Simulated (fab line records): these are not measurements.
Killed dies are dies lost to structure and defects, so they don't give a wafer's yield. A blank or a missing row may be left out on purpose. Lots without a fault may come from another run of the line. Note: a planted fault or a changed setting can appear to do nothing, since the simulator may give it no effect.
Chamber matching ; flow n5_finfet ; rie_diel-02 running N5_HKMG_FIN_ETCH_35: 4 sister chambers
The step etches SOC in N2/H2, target depth 215.8 nm, time 243.4 s. 4 wafers are shown with their chamber, then 7 later ones without.

WAFERS WITH THEIR CHAMBER
wafer;chamber;drypump_motor_current_A (A)
L085.2;0;4.9
L085.3;1;5.0
L090.1;3;5.2
L090.2;2;6.3

WAFERS WITHOUT THEIR CHAMBER
wafer;drypump_motor_current_A (A)
L090.3;5.0
L094.2;4.9
L094.3;6.4
L094.5;5.0
L096.1;4.9
L096.4;6.4
L096.6;4.9

CHAMBER TAKEN BY EACH
wafer;from the rows above;in truth
L090.3;can't be placed: 1 or 0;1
L094.2;can't be placed: 0 or 1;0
L094.3;2;2
L094.5;can't be placed: 1 or 0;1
L096.1;can't be placed: 0 or 1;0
L096.4;2;2
L096.6;can't be placed: 0 or 1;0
Correct placement for 2 of the 7. Cannot be placed on the basis of these rows: 5; the candidates contain the true chamber in 5. 0 placed wrongly.
How it was worked out, from the rows above alone: a wafer's distance from a chamber is the root of the sum, over the readings, of the square of ((its reading less the chamber's mean) divided by the reading's scatter). The wafer belongs to the nearest chamber; if the next one is less than 2 further off, it can't be placed. A chamber's mean is the mean of its shown wafers. The scatter: root of mean squared gap, hidden wafer to nearest shown wafer, with one shown wafer a chamber.
